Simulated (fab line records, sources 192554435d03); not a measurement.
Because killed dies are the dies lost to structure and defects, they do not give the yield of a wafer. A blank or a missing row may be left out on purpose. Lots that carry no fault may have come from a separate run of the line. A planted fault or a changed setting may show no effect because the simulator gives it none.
Comparing a struck lot with a sound one	flow n5-finfet	35 out of 1938 route steps
Sound: wafers L169.1, L169.2, L169.5. Struck: wafer L179.2 (left out: L179.5, L179.6 of the same lot, which were not struck); the cause appears at the end.
Order at every step that has rows: each side's tool, ch and its chambers, its first start. Under that, the readings that differ: sound wafers	struck wafers	difference of the means	sigmas: that difference in standard deviations of wafers without a fault.
alike: readings whose means differ by less than 2 such deviations, and words and numbers that are the same on both sides. not compared: withheld readings, readings that some wafer has no value for, bounds like >300 that may hide the same value, and numbers for which the record gives no deviation and whose values overlap.
A row with sigmas, a row that says differs or no value, or rows on one side alone: a step with any of these is where the two part. When numbers do not overlap yet have no deviation, they are printed without sigmas and do not part them. A reading that every wafer of one side lacks parts them only if that side has two wafers or more.

first, 9 steps without rows for these wafers: N5_BEOL_M10_COAT_64 (time 60 s, resist thk 30 nm); N5_BEOL_M10_COAT_22 (resist thk 90 nm); N5_BEOL_M10_EBR_24; N5_BEOL_M10_SOFTBAKE_23 (time 60 s); N5_BEOL_M10_EXPOSE_25 (exposes mask V9); N5_BEOL_M10_PEB_26 (peb time 60 s); N5_BEOL_M10_DEVELOP_27 (develop time 30 s); N5_BEOL_M10_DESCUM_33 (chemistry O2, time 7.9 s); N5_BEOL_M10_ETCH_65 (etches SiARC in CF4, target depth 39 nm, time 65 s).
N5_BEOL_M10_ETCH_66: etches SOC in N2/H2, target depth 120 nm, overetch 24 nm, time 180 s.
  sound on rie-diel-05 ch 1,2, day 9 20:23; struck on rie-diel-05 ch 1, day 12 20:08
  alike: drypump-motor-current-A, oes-product-au, rf-vpp-V, showerhead-plenum-p-Torr, throttle-valve-pct
  not compared: rf-hours-counter-h
then, 24 steps without rows for these wafers: N5_BEOL_M10_STRIP_69 (strips in N2/H2); N5_BEOL_M10_VIA_ETCH_34 (etches SiCOH lowk in C4F6/O2, target depth 184.5 nm, time 69.2 s); N5_BEOL_M10_STRIP_73 (strips in C4F6/O2); N5_BEOL_M10_STRIP_36 (strips in N2/H2); N5_BEOL_M10_TRENCH_ETCH_37 (etches SiCOH lowk in C4F6/O2, target depth 148.83 nm, time 48 s); N5_BEOL_M10_ETCH_41 (etches SiCN in CH3F/O2, target depth 42.6 nm, time 86 s); N5_BEOL_M10_STRIP_77 (strips in N2/H2, time 10 s); N5_BEOL_M10_HM_STRIP_39 (strips TiN in peroxide tin strip, target depth 25 nm, time 158 s); N5_BEOL_M10_SRD_40 (time 30 s); N5_BEOL_M10_PRECLEAN_42 (cleans in residue remover, time 60 s); N5_BEOL_M10_SRD_43 (time 30 s); N5_BEOL_M10_CURE_72 (cures SiCOH lowk, time 120 s); N5_BEOL_M10_DEGAS_44 (time 60 s); N5_BEOL_M10_PRE_CLEAN_45 (time 30 s); N5_BEOL_M10_ALD_74 (deposits TaN, target thk 2 nm, pulse time 2 s, purge time 3 s); N5_BEOL_M10_SURFACE_TREAT_76; N5_BEOL_M10_CVD_75 (deposits Co from CCTBA/H2, target thk 2 nm, time 138.9 s); N5_BEOL_M10_SPUTTER_48 (material Cu, target thk 12 nm, time 2 s); N5_BEOL_M10_ECD_50 (material Cu, target thk 318 nm); N5_BEOL_M10_ANNEAL_51 (time 90 s); N5_BEOL_M10_CMP_52 (polishes, stops on SiCOH lowk, t overpolish 7 s, target thk 140 nm); N5_BEOL_M10_PRE_CLEAN_55 (time 15 s); N5_BEOL_M10_DEP_56 (deposits SiCN from 3MS/NH3, target thk 15 nm, time 26.5 s); N5_BEOL_M11_ILD_DEP_00 (deposits SiCOH lowk from DEMS/porogen, target thk 308.51 nm, time 58 s).
N5_PASSIVATION_PROBE_49:
  sound: prober-02 at day 11 16:22; struck: prober-01 at day 14 19:32
reading	sound	struck	difference	sigmas
defect-limited-yield (%)	91.2 89.7 93.6	79.0	-12.5	-8
killed_at_M4_up	20 18 6	142	+127	+22
killed-dies	104 122 75	248	+148	+8
sort_bin_5_function (%)	5.3 6.4 3.7	13.6	+8.5	+8
sort_bin_6_memory (%)	2.9 3.4 2.5	5.5	+2.6	+3
sort-n-pass	1076 1058 1105	932	-148	-8
sort-yield-pct (%)	91.2 89.7 93.6	79.0	-12.5	-8
  alike: killed_at_M0_to_M3, killed-at-contacts, killed-at-front-end, killed-at-other, killed-open, killed-short

## WHERE THEY PART
At N5_PASSIVATION_PROBE_49 and nowhere else, as far as this record goes.

WHY: what the simulator had put in
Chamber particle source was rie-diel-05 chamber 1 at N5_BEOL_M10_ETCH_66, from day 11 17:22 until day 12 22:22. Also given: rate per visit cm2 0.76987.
